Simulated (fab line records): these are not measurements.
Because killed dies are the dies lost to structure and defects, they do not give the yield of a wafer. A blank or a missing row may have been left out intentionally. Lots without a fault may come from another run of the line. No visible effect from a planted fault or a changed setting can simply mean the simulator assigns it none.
Lot-split experiment :: flow n5Finfet :: route with 1938 steps; 7 lots, 21 wafers read

SPLIT DETAILS
At N5_MOL_CONTACT_COAG_CVD_140 (deposits W, target thk 66.5 nm, time 215 s), the setting targetThkA was moved away from the recipe's 665 angstrom on 5 of the 21 wafers read, by -8.3% to +10.3%. The other wafers ran this setting at the recipe's value.

The reading is taken at the split's own step.

THE READING
W_of_MOL_CONTACT_COAG_CVD_140.thkNm (the simulator's own value, which no gauge read), in nm, at N5_MOL_CONTACT_COAG_CVD_140 (deposits W, target thk 66.5 nm, time 215 s). There is no usual value for it anywhere in the file. Across the 16 wafers here that went through the recipe, the average is 65.9 nm and the standard deviation 0.52 nm.

wafer: L082.2
tool, chamber at the split: cvdW-01, 0
targetThkA as run, angstrom: 733.8
against the recipe: +10.3%
W_of_MOL_CONTACT_COAG_CVD_140.thkNm, nm: 72.6
against lot-mates on the recipe: +6.8

wafer: L082.3
tool, chamber at the split: cvdW-01, 0
targetThkA as run, angstrom: 665
against the recipe: recipe
W_of_MOL_CONTACT_COAG_CVD_140.thkNm, nm: 65.8
against lot-mates on the recipe: -

wafer: L082.4
tool, chamber at the split: cvdW-01, 1
targetThkA as run, angstrom: 733.8
against the recipe: +10.3%
W_of_MOL_CONTACT_COAG_CVD_140.thkNm, nm: 72.8
against lot-mates on the recipe: +7.0

wafer: L083.1
tool, chamber at the split: cvdW-01, 1
targetThkA as run, angstrom: 665
against the recipe: recipe
W_of_MOL_CONTACT_COAG_CVD_140.thkNm, nm: 66.2
against lot-mates on the recipe: -

wafer: L083.2
tool, chamber at the split: cvdW-01, 0
targetThkA as run, angstrom: 665
against the recipe: recipe
W_of_MOL_CONTACT_COAG_CVD_140.thkNm, nm: 66
against lot-mates on the recipe: -

wafer: L083.5
tool, chamber at the split: cvdW-01, 1
targetThkA as run, angstrom: 637
against the recipe: -4.2%
W_of_MOL_CONTACT_COAG_CVD_140.thkNm, nm: 63.8
against lot-mates on the recipe: -2.3

wafer: L085.1
tool, chamber at the split: cvdW-01, 1,0
targetThkA as run, angstrom: 665
against the recipe: recipe
W_of_MOL_CONTACT_COAG_CVD_140.thkNm, nm: 66.4
against lot-mates on the recipe: -

wafer: L085.4
tool, chamber at the split: cvdW-01, 1,0
targetThkA as run, angstrom: 665
against the recipe: recipe
W_of_MOL_CONTACT_COAG_CVD_140.thkNm, nm: 66.4
against lot-mates on the recipe: -

wafer: L085.2
tool, chamber at the split: cvdW-01, 0
targetThkA as run, angstrom: 665
against the recipe: recipe
W_of_MOL_CONTACT_COAG_CVD_140.thkNm, nm: 66.2
against lot-mates on the recipe: -

wafer: L089.3
tool, chamber at the split: cvdW-01, 0
targetThkA as run, angstrom: 665
against the recipe: recipe
W_of_MOL_CONTACT_COAG_CVD_140.thkNm, nm: 66.2
against lot-mates on the recipe: -

wafer: L089.4
tool, chamber at the split: cvdW-01, 1
targetThkA as run, angstrom: 616.3
against the recipe: -7.3%
W_of_MOL_CONTACT_COAG_CVD_140.thkNm, nm: 60.8
against lot-mates on the recipe: -5.2

wafer: L089.5
tool, chamber at the split: cvdW-01, 0
targetThkA as run, angstrom: 665
against the recipe: recipe
W_of_MOL_CONTACT_COAG_CVD_140.thkNm, nm: 65.8
against lot-mates on the recipe: -

wafer: L092.3
tool, chamber at the split: cvdW-02, 1
targetThkA as run, angstrom: 665
against the recipe: recipe
W_of_MOL_CONTACT_COAG_CVD_140.thkNm, nm: 64.8
against lot-mates on the recipe: -

wafer: L092.4
tool, chamber at the split: cvdW-02, 0
targetThkA as run, angstrom: 609.7
against the recipe: -8.3%
W_of_MOL_CONTACT_COAG_CVD_140.thkNm, nm: 60.4
against lot-mates on the recipe: -4.9

wafer: L092.6
tool, chamber at the split: cvdW-02, 1
targetThkA as run, angstrom: 665
against the recipe: recipe
W_of_MOL_CONTACT_COAG_CVD_140.thkNm, nm: 65.8
against lot-mates on the recipe: -

wafer: L093.1
tool, chamber at the split: cvdW-01, 0,1
targetThkA as run, angstrom: 665
against the recipe: recipe
W_of_MOL_CONTACT_COAG_CVD_140.thkNm, nm: 65.4
against lot-mates on the recipe: -

wafer: L093.2
tool, chamber at the split: cvdW-01, 0,1
targetThkA as run, angstrom: 665
against the recipe: recipe
W_of_MOL_CONTACT_COAG_CVD_140.thkNm, nm: 65.4
against lot-mates on the recipe: -

wafer: L093.4
tool, chamber at the split: cvdW-01, 1
targetThkA as run, angstrom: 665
against the recipe: recipe
W_of_MOL_CONTACT_COAG_CVD_140.thkNm, nm: 64.8
against lot-mates on the recipe: -

wafer: L094.3
tool, chamber at the split: cvdW-01, 1,0
targetThkA as run, angstrom: 665
against the recipe: recipe
W_of_MOL_CONTACT_COAG_CVD_140.thkNm, nm: 66.4
against lot-mates on the recipe: -

wafer: L094.5
tool, chamber at the split: cvdW-01, 1,0
targetThkA as run, angstrom: 665
against the recipe: recipe
W_of_MOL_CONTACT_COAG_CVD_140.thkNm, nm: 66.4
against lot-mates on the recipe: -

wafer: L094.4
tool, chamber at the split: cvdW-01, 0
targetThkA as run, angstrom: 665
against the recipe: recipe
W_of_MOL_CONTACT_COAG_CVD_140.thkNm, nm: 66.2
against lot-mates on the recipe: -
When a row names more than one chamber, that row covers several wafers, and the file does not tell which wafer ran in which chamber.

THE FIT
A straight line over all 21 wafers: W_of_MOL_CONTACT_COAG_CVD_140.thkNm changes by +0.656 nm for each +1% of targetThkA; r = +0.98; the points scatter about the line by 0.51 nm.
The same after taking each lot's own level away (the mean of its wafers on the recipe; 21 wafers): +0.652 nm for each +1%; r = +0.99; scatter 0.29 nm.
According to that fit, moving targetThkA by its largest amount changes the reading by 6.7 nm.
Across the lots, their own levels run from 65.20 to 66.33 nm, a range of 2.2 times the standard deviation given above.
The two slopes agree, so the slope changes little with the lot-to-lot level.
Check: for one of the wafers moved furthest among these (+10.3%), held out of the fit, the line's prediction against its lot-mates is +6.78 nm. It came out at +6.8 nm against them.

THE OTHER SPLITS THESE WAFERS WENT THROUGH
These wafers also went through other splits before the reading. Each is held against what the fit with the lots' levels taken away leaves over:
other split on the same wafers: N5_GATE_CUT_EXPOSE_10 doseMj
wafers away from the commonest value: 5
r with W_of_MOL_CONTACT_COAG_CVD_140.thkNm (lot level and that fit taken away): +0.05

other split on the same wafers: N5_GATE_CUT_ETCH_36 cf4FlowSccm
wafers away from the commonest value: 6
r with W_of_MOL_CONTACT_COAG_CVD_140.thkNm (lot level and that fit taken away): +0.17

other split on the same wafers: N5_MOL_CONTACT_COAG_SPUTTER_130 powerW
wafers away from the commonest value: 5
r with W_of_MOL_CONTACT_COAG_CVD_140.thkNm (lot level and that fit taken away): +0.41

other split on the same wafers: N5_MOL_CONTACT_COAG_ALD_123 aldCycles
wafers away from the commonest value: 5
r with W_of_MOL_CONTACT_COAG_CVD_140.thkNm (lot level and that fit taken away): +0.36

other split on the same wafers: N5_MOL_CONTACT_COAG_ETCH_124 biasW
wafers away from the commonest value: 9
r with W_of_MOL_CONTACT_COAG_CVD_140.thkNm (lot level and that fit taken away): -0.02

THE FILE'S OWN FIT
W_of_MOL_CONTACT_COAG_CVD_140.thkNm changes by +0.646 nm for each +1% of targetThkA, r = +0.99.
